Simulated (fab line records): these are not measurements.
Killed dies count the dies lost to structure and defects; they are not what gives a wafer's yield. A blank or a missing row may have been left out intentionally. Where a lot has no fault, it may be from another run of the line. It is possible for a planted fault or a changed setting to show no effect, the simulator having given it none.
Split-lot trial	flow n5_finfet	21 wafers read across 7 lots, on a route 1938 steps long

== ABOUT THE SPLIT ==
At N5_BEOL_M1_ETCH_64 (etches SOC in N2/H2, target depth 75 nm, overetch 15 nm, time 112.5 s), the setting source_w was moved away from the recipe's 840 W on 10 of the 21 wafers read, by -17.0% to +15.7%. For the rest of the wafers, this setting stayed at what the recipe calls for.

Reading taken at the split's own step.

== THE READING ==
rf_vpp_V, in V, at N5_BEOL_M1_ETCH_64 (etches SOC in N2/H2, target depth 75 nm, overetch 15 nm, time 112.5 s). On this fab line, fault-free wafers typically give 524.0 V with a standard deviation of 2.8 V.

wafer	tool, chamber at the split	source_w as run, W	against the recipe	rf_vpp_V, V	against lot-mates on the recipe
L076.1	rie_diel-02, 2	880.5	+4.8%	514.1	no lot-mate on the recipe
L076.4	rie_diel-02, 1	880.5	+4.8%	512.8	no lot-mate on the recipe
L076.6	rie_diel-02, 2	880.5	+4.8%	516.9	no lot-mate on the recipe
L079.1	rie_diel-02, 0	971.5	+15.7%	499.3	-22.6
L079.3	rie_diel-02, 1	840	recipe	520.1	-
L079.6	rie_diel-02, 2	840	recipe	523.7	-
L080.1	rie_diel-02, 2	878.4	+4.6%	515.4	-8.1
L080.3	rie_diel-02, 0	840	recipe	523.4	-
L080.4	rie_diel-02, 1	840	recipe	523.7	-
L082.2	rie_diel-06, 2	696.9	-17.0%	560.0	no lot-mate on the recipe
L082.3	rie_diel-06, 1	696.9	-17.0%	557.6	no lot-mate on the recipe
L082.5	rie_diel-06, 3	696.9	-17.0%	552.5	no lot-mate on the recipe
L086.2	rie_diel-05, 3	840	recipe	524.9	-
L086.3	rie_diel-05, 1	840	recipe	525.8	-
L086.5	rie_diel-05, 1	840	recipe	526.6	-
L089.2	rie_diel-02, 0	943.5	+12.3%	502.2	-21.8
L089.4	rie_diel-02, 3	943.5	+12.3%	505.7	-18.3
L089.6	rie_diel-02, 2	840	recipe	524.0	-
L090.1	rie_diel-06, 0	840	recipe	525.1	-
L090.5	rie_diel-06, 0	840	recipe	523.5	-
L090.6	rie_diel-06, 3	840	recipe	517.9	-

THE FIT
A straight line over all 21 wafers: rf_vpp_V changes by -1.81 V for each +1% of source_w; r = -0.99; the points scatter about the line by 2.7 V.
The same after taking each lot's own level away (the mean of its wafers on the recipe; 15 wafers): -1.55 V for each +1%; r = -0.98; scatter 1.9 V.
Per that fit: largest source_w move, reading shift of 26 V.
The span of the lots' own levels, 521.90 to 525.77 V, comes to 1.4 times the standard deviation stated above.
Thus the slope moves with the lot-to-lot level: the two fits are different.
Check: for one of the wafers moved furthest among these (+15.7%), held out of the fit, the line's prediction against its lot-mates is -25.6 V. Against them it came out at -22.6 V.
Tool readings at the split's step, against how far the setting was moved: rf_vpp_V r = -0.99.

== THE FILE'S OWN FIT ==
rf_vpp_V changes by -1.53 V for each +1% of source_w, r = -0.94.
